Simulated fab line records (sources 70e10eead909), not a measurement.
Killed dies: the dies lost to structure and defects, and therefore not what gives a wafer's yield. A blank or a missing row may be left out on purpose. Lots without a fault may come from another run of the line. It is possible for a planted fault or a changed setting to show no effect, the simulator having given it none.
A lot that was struck, set against a sound lot :: flow nand_harc :: 13 steps out of a route of 1302
Sound: wafers L355.3, L355.4, L355.6. Struck: wafers L346.3, L346.4. (L346.5 of the same lot was not struck and is left out.) The cause comes at the end.
At each step with rows: each side's tool, then ch and its chambers, then its first start. Under that, the readings that differ: sound wafers :: struck wafers :: difference of the means :: sigmas: that difference in standard deviations of wafers without a fault.
alike: readings with means less than 2 such deviations apart, plus words and numbers identical on both sides. not compared: withheld readings, readings lacking a value on some wafer, bounds such as >300 that could conceal the same value, and numbers that have no deviation in the record and whose values overlap.
Wherever a step has rows on one side only, a row that says differs or no value, or a row with sigmas, the two part there. Non-overlapping numbers with no deviation appear without sigmas and do not part them. Lack of a reading on every wafer of one side parts them only where that side has two or more wafers.

NHARC_A_STAIRCASE_TRIM_12: chemistry O2, time 211.2 s.
  sound on rie_diel-01 ch 0,2,3, day 22 13:33; struck on rie_diel-03 ch 2,3, day 19 05:31
  alike: drypump_motor_current_A, o2_flow_sccm, oes_product_au, rf_vpp_V, showerhead_plenum_p_Torr, throttle_valve_pct
  not compared: rf_hours_counter_h
then, 3 steps without rows for these wafers: NHARC_A_STAIRCASE_ETCH_13 (etches the open film in C4F8/O2, target depth 100 nm, time 40.5 s); NHARC_A_STAIRCASE_TRIM_14 (chemistry O2, time 211.2 s); NHARC_A_STAIRCASE_ETCH_15 (etches the open film in C4F8/O2, target depth 100 nm, time 40.5 s).
NHARC_A_STAIRCASE_TRIM_16: chemistry O2, time 211.2 s.
  sound on rie_diel-01 ch 0,3; struck on rie_diel-03 ch 2,3
  alike: drypump_motor_current_A, o2_flow_sccm, oes_product_au, rf_vpp_V, showerhead_plenum_p_Torr, throttle_valve_pct
  not compared: rf_hours_counter_h
NHARC_A_STAIRCASE_ETCH_17: etches the open film in C4F8/O2, target depth 100 nm, time 40.5 s.
  sound on rie_diel-01 ch 1,2; struck on rie_diel-03 ch 0,2
  alike: bias_w, oes_product_au, rf_vpp_V, run_length_s
  not compared: rf_hours_counter_h
then, 2 steps without rows for these wafers: NHARC_A_STAIRCASE_TRIM_18 (chemistry O2, time 211.2 s); NHARC_A_STAIRCASE_ETCH_19 (etches the open film in C4F8/O2, target depth 100 nm, time 40.5 s).
NHARC_A_STAIRCASE_TRIM_20: chemistry O2, time 211.2 s.
  sound on rie_diel-03 ch 0,1,3, day 22 14:34; struck on rie_diel-03 ch 0,1, day 19 06:31
  alike: drypump_motor_current_A, o2_flow_sccm, oes_product_au, rf_vpp_V, showerhead_plenum_p_Torr, throttle_valve_pct
  not compared: rf_hours_counter_h
NHARC_A_STAIRCASE_ETCH_21: etches the open film in C4F8/O2, target depth 100 nm, time 40.5 s.
  sound on rie_diel-03 ch 1,2,3; struck on rie_diel-03 ch 2,3
  alike: bias_w, oes_product_au, rf_vpp_V, run_length_s
  not compared: rf_hours_counter_h
then, 1 step without rows for these wafers: NHARC_A_STAIRCASE_TRIM_22 (chemistry O2, time 211.2 s).
NHARC_A_STAIRCASE_ETCH_23: etches the open film in C4F8/O2, target depth 100 nm, time 40.5 s.
  sound on rie_diel-03 ch 0,1,2, day 22 14:59; struck on rie_diel-03 ch 0,2, day 19 06:57
reading: bias_w (W)
sound: 1003 999 999
struck: - -
difference: no value on the struck wafers
sigmas: 

reading: run_length_s (s)
sound: 62.4 61.2 62.2
struck: 40.6 39.4
difference: -21.9
sigmas: -41
  alike: oes_product_au, rf_vpp_V
  not compared: rf_hours_counter_h
then, 1 step without rows for these wafers: NHARC_A_STAIRCASE_TRIM_24 (chemistry O2, time 211.2 s).

## WHERE THEY PART
Within this record, at NHARC_A_STAIRCASE_ETCH_23 only.

WHY: what had been put in by the simulator
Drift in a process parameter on rie_diel-03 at NHARC_A_STAIRCASE_ETCH_23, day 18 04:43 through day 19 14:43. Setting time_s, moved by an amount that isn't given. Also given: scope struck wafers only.
